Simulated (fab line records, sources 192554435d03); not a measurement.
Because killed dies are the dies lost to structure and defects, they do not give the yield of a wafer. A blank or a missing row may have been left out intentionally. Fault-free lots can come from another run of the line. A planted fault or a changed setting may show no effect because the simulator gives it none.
Problem report in the 8D (eight disciplines) form, filled by code | flow n5_finfet | the parts of the form that need people (team, actions taken, sign-off) are left out

== 1. WHAT WENT WRONG ==
bias_w at N5_BEOL_M10_VIA_ETCH_34 reads a mean of 197.3 W on 3 wafers of 3 lots; wafers without a fault read 185.1 W with a standard deviation of 0.59. Measured from the usual mean, that is +21 standard deviations.
The step: etches SiCOH lowk in C4F6/O2, target depth 184.5 nm, time 69.2 s.
Seen first at day 13 12:44 on rie_diel-01, wafer L228.3. At this step, 30 wafers from 10 lots have a number in the record. Rule for "out" (also "out of limits"): further than 4 standard deviations from the usual mean. All remaining wafers that have a number are taken as sound.

== 2. WHAT IT IS, AND WHAT IT ISN'T ==
question                    | is                     | is not
which readings at this step | bias_w                 | C4F6_flow_sccm, drypump_motor_current_A, mfc_ar_sccm, oes_ar_750_au, oes_product_au, showerhead_plenum_p_Torr
which lots                  | L228, L229, L230       | L221, L223, L234, L236, L237, L238, L239
which wafers of those lots  | L228.3, L229.4, L230.2 | L228.4, L228.6, L229.2, L229.6, L230.4, L230.6
read on which tools         | rie_diel-01            | rie_diel-04, rie_diel-06
when                        | from day 13 12:44      | up to then (8 sound wafers); but 19 sound wafers of L229, L230, L234, L236, L237, L238, L239 came after

== 3. WHAT RULES OUT EACH SUSPECT ==
Counting: a tool at a process step up to the reading stays a suspect if it ran every lot that is out. Sound lots after the first of them don't rule it out here, since some wafers of a struck lot are sound.
- rie_diel-01 at N5_BEOL_M10_ETCH_66 (etches SOC in N2/H2, target depth 120 nm, overetch 24 nm, time 180 s): kept. Every lot that is out went through it, the first being L228 (day 13 12:37); the last sound lot it ran before that was L223 (day 12 21:21).
- rie_diel-01 at N5_BEOL_M10_VIA_ETCH_34 (etches SiCOH lowk in C4F6/O2, target depth 184.5 nm, time 69.2 s): kept. Every lot that is out went through it, the first being L228 (day 13 12:44); the last sound lot it ran before that was L223 (day 12 21:29). Its own readings are out on those wafers: bias_w.
- In rie_diel-01 at N5_BEOL_M10_ETCH_66, the wafers that are out were processed in chamber 3 and their sound lot-mates in chambers 0, 1, 2.
- In rie_diel-01 at N5_BEOL_M10_VIA_ETCH_34, the wafers that are out were processed in chamber 3 and their sound lot-mates in chambers 0, 1, 2.
After counting, rie_diel-01 at N5_BEOL_M10_ETCH_66 and rie_diel-01 at N5_BEOL_M10_VIA_ETCH_34 remain.

== 4. THE CAUSE (what the simulator had put in) ==
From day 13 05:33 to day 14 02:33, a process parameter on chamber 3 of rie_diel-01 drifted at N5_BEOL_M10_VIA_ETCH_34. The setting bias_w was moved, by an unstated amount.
After counting, 2 suspects remain, this tool included.

== 5. THE EFFECT CHAIN, in route order ==
One row per reading whose mean, taken over the struck wafers that have a number, lies over 3 standard deviations from the usual. Scope: only readings with a usual standard deviation given in the record; hours: median across lots of the time from each lot's start at the first step in this table that gives one to its start at this step; sigmas: change in usual standard deviations.
hours | step                    | reading | usual   | on struck wafers | change | sigmas
0     | N5_BEOL_M10_VIA_ETCH_34 | bias_w  | 185.1 W | 197.3            | +12.2  | +21
Process steps it contains:
- N5_BEOL_M10_VIA_ETCH_34: etches SiCOH lowk in C4F6/O2, target depth 184.5 nm, time 69.2 s.

== 6. HOW IT WOULD HAVE BEEN CAUGHT EARLIER ==
In this record the first reading out of limits was taken at day 13 12:44, 7 hours after the fault began at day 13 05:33.
